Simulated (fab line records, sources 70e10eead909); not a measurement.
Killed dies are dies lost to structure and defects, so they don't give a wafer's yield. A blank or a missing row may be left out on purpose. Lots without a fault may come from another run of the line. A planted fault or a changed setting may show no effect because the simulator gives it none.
Which tool did it? | flow nand_harc | 24 lots, 72 wafers sampled, at 2 steps of a route of 1159

WHAT THE GAUGES READ, wafer by wafer
NHARC_A_ONON_D1_THK_MEAS_14: measures by ellipsometry. Usual: thk_nm 996 nm, standard deviation 7.8.
lot  | measured     | on            | thk_nm (nm)    | flag
L074 | day 7 13:12  | film_metro-02 | 1000 997 999   |
L075 | day 7 12:59  | film_metro-01 | 995 994 996    |
L077 | day 8 08:51  | film_metro-01 | 1003 1002 1002 |
L076 | day 8 08:52  | film_metro-01 | 1008 1007 1008 |
L078 | day 8 08:52  | film_metro-02 | 1010 1010 1010 |
L080 | day 8 19:22  | film_metro-02 | 992 992 992    |
L079 | day 8 19:34  | film_metro-01 | 982 981 981    |
L081 | day 9 11:50  | film_metro-01 | 995 996 999    |
L082 | day 9 18:42  | film_metro-02 | 984 985 984    |
L083 | day 9 23:51  | film_metro-02 | 985 987 987    |
L084 | day 10 06:04 | film_metro-02 | 991 992 992    |
L085 | day 10 06:04 | film_metro-02 | 986 988 986    |
L086 | day 11 04:32 | film_metro-01 | 989 990 991    |
L087 | day 11 04:35 | film_metro-02 | 997 999 999    |
L089 | day 11 04:35 | film_metro-01 | 985 987 986    |
L088 | day 11 09:14 | film_metro-02 | 1005 1007 1007 |
L090 | day 11 22:37 | film_metro-01 | 993 994 995    |
L091 | day 11 22:41 | film_metro-02 | 997 998 997    |
L092 | day 12 07:30 | film_metro-01 | 996 997 997    |
L093 | day 12 17:43 | film_metro-01 | 992 993 992    |
L094 | day 12 17:43 | film_metro-02 | 999 1001 999   |
L095 | day 13 03:07 | film_metro-02 | 1000 1001 1002 |
L096 | day 13 03:14 | film_metro-02 | 1008 1007 1008 |
L097 | day 13 09:13 | film_metro-01 | 1000 1000 999  |

WHICH TOOL RAN EACH LOT (tool, then ch and the chambers of the sampled wafers, then the start)
lot  | NHARC_P_BONDPAD_PVD_27
L074 | pvd_sputter-03, day 6 09:13
L075 | pvd_sputter-02, day 7 12:59 or earlier
L077 | pvd_sputter-03, day 8 08:51 or earlier
L076 | pvd_sputter-03, day 8 08:52 or earlier
L078 | pvd_sputter-03, day 8 08:52 or earlier
L080 | pvd_sputter-02, day 8 19:22 or earlier
L079 | pvd_sputter-03, day 8 19:34 or earlier
L081 | pvd_sputter-01, day 9 11:50 or earlier
L082 | pvd_sputter-03, day 9 18:42 or earlier
L083 | pvd_sputter-03, day 9 23:51 or earlier
L084 | pvd_sputter-01, day 10 06:04 or earlier
L085 | pvd_sputter-02, day 10 06:04 or earlier
L086 | pvd_sputter-03, day 11 04:32 or earlier
L087 | pvd_sputter-01, day 11 04:35 or earlier
L089 | pvd_sputter-03, day 11 04:35 or earlier
L088 | pvd_sputter-03, day 11 09:14 or earlier
L090 | pvd_sputter-01, day 11 22:37 or earlier
L091 | pvd_sputter-02, day 11 22:41 or earlier
L092 | pvd_sputter-02, day 12 07:30 or earlier
L093 | pvd_sputter-02, day 12 17:43 or earlier
L094 | pvd_sputter-01, day 12 17:43 or earlier
L095 | pvd_sputter-02, day 13 03:07 or earlier
L096 | pvd_sputter-02, day 13 03:14 or earlier
L097 | pvd_sputter-03, day 13 09:13 or earlier
- NHARC_P_BONDPAD_PVD_27: deposits Cu, target thk 30 nm, time 20.49 s.

WHAT THE TOOLS THEMSELVES READ (means of the sampled wafers that have a number; where no wafer has one, the mark that the record gives instead)
NHARC_P_BONDPAD_PVD_27. Usual: throttle_valve_pct 30.2 %, standard deviation 0.8.
lot  | tool           | throttle_valve_pct (%) | flag
L074 | pvd_sputter-03 | 30.3                   |
L075 | pvd_sputter-02 | 30.0                   |
L077 | pvd_sputter-03 | 30.8                   |
L076 | pvd_sputter-03 | 30.6                   |
L078 | pvd_sputter-03 | 30.3                   |
L080 | pvd_sputter-02 | 29.7                   |
L079 | pvd_sputter-03 | 30.5                   |
L081 | pvd_sputter-01 | 29.5                   |
L082 | pvd_sputter-03 | 30.3                   |
L083 | pvd_sputter-03 | 30.3                   |
L084 | pvd_sputter-01 | 28.7                   |
L085 | pvd_sputter-02 | 30.6                   |
L086 | pvd_sputter-03 | 30.4                   |
L087 | pvd_sputter-01 | 30.2                   |
L089 | pvd_sputter-03 | 30.5                   |
L088 | pvd_sputter-03 | 30.6                   |
L090 | pvd_sputter-01 | 29.9                   |
L091 | pvd_sputter-02 | 29.6                   |
L092 | pvd_sputter-02 | 30.0                   |
L093 | pvd_sputter-02 | 29.5                   |
L094 | pvd_sputter-01 | 29.7                   |
L095 | pvd_sputter-02 | 29.5                   |
L096 | pvd_sputter-02 | 30.4                   |
L097 | pvd_sputter-03 | 31.0                   |

THE ANSWER, worked out from the rows above alone
Rule: a lot is off if the mean of its wafers that have a number lies more than 3 standard deviations from the usual mean. A lot without any number at a reading at which 4 lots or more have one is off too. The other lots that the step has rows for count as sound. The gauges are gone through in route order, then the tools' own readings, and for those a lot's mean is taken as printed above. The first step at which some lot is off is used, and at that step the reading that is off furthest; a lot without a number counts as furthest.
No lot is off at any reading shown: from this, nothing can be told.

WHAT THE SIMULATOR HAD PUT IN
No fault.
